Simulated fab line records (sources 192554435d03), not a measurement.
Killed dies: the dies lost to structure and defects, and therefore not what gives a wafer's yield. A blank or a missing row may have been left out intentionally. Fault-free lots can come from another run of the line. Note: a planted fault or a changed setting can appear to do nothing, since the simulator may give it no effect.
Split-lot experiment	flow n5Finfet	on a route of 1938 steps: 7 lots, 21 wafers read

## THE SPLIT
At N5_BEOL_M2_ETCH_64 (etches SOC in N2/H2, target depth 75 nm, overetch 22.5 nm, time 121.9 s), the setting sourceW was moved away from the recipe's 840 W on 9 of the 21 wafers read, by -13.3% to +8.7%. This setting was run at the recipe's value on the other wafers.

The reading comes from the split's own step.

## THE READING
rfVppV, in V, at N5_BEOL_M2_ETCH_64 (etches SOC in N2/H2, target depth 75 nm, overetch 22.5 nm, time 121.9 s). A value of 523.1 V with a standard deviation of 2.7 V is what fault-free wafers of this fab line usually give.

wafer	tool, chamber at the split	sourceW as run, W	against the recipe	rfVppV, V	against lot-mates on the recipe
L076.3	rieDiel-05, 0	840	recipe	523.3	-
L076.4	rieDiel-05, 3	840	recipe	525.3	-
L076.6	rieDiel-05, 3	783.4	-6.7%	537.9	+13.6
L077.1	rieDiel-04, 0	840	recipe	527.7	-
L077.2	rieDiel-04, 2	840	recipe	525.0	-
L077.6	rieDiel-04, 3	840	recipe	521.8	-
L079.2	rieDiel-04, 2	913.2	+8.7%	511.1	no lot-mate on the recipe
L079.4	rieDiel-04, 1	913.2	+8.7%	510.6	no lot-mate on the recipe
L079.6	rieDiel-04, 3	913.2	+8.7%	507.3	no lot-mate on the recipe
L081.2	rieDiel-06, 1	840	recipe	518.0	-
L081.3	rieDiel-06, 3	840	recipe	522.6	-
L081.6	rieDiel-06, 1	840	recipe	518.6	-
L080.1	rieDiel-06, 3	728.2	-13.3%	547.3	+22.9
L080.4	rieDiel-06, 2	840	recipe	524.4	-
L080.5	rieDiel-06, 1	728.2	-13.3%	544.2	+19.8
L084.2	rieDiel-06, 3	736.8	-12.3%	544.7	+19.8
L084.4	rieDiel-06, 2	840	recipe	524.9	-
L084.6	rieDiel-06, 2	736.8	-12.3%	549.0	+24.1
L085.1	rieDiel-05, 0	840	recipe	524.1	-
L085.3	rieDiel-05, 3	747.8	-11.0%	543.2	+20.0
L085.6	rieDiel-05, 2	840	recipe	522.4	-

THE FIT
A straight line over all 21 wafers: rfVppV changes by -1.74 V for each +1% of sourceW; r = -0.98; the points scatter about the line by 2.6 V.
The same after taking each lot's own level away (the mean of its wafers on the recipe; 18 wafers): -1.72 V for each +1%; r = -0.98; scatter 1.9 V.
According to that fit, moving sourceW by its largest amount changes the reading by 23 V.
Across the lots, their own levels run from 519.73 to 524.90 V, a range of 1.9 times the standard deviation given above.
The two slopes agree, so the slope changes little with the lot-to-lot level.
Check: for one of the wafers moved furthest among these (-13.3%), held out of the fit, the line's prediction against its lot-mates is +23 V. It came out at +22.9 V against them.
Tool readings at the split's step, against how far the setting was moved: rfVppV r = -0.98.

## FURTHER SPLITS ON THESE WAFERS
Other splits were also applied to these wafers ahead of the reading. Each is held against what the fit with the lots' levels taken away leaves over:
other split on the same wafers	wafers away from the commonest value	r with rfVppV (lot level and that fit taken away)
N5_BEOL_M1_COAT_05 spinRpm	7	+0.07
N5_BEOL_M1_VIA_ETCH_34 timeS	4	+0.22
N5_BEOL_M1_TRENCH_ETCH_37 sourceW	8	-0.26
N5_BEOL_M2_ETCH_74 sourceW	7	+0.23

## FILE'S OWN FIT
rfVppV changes by -1.75 V for each +1% of sourceW, r = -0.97.
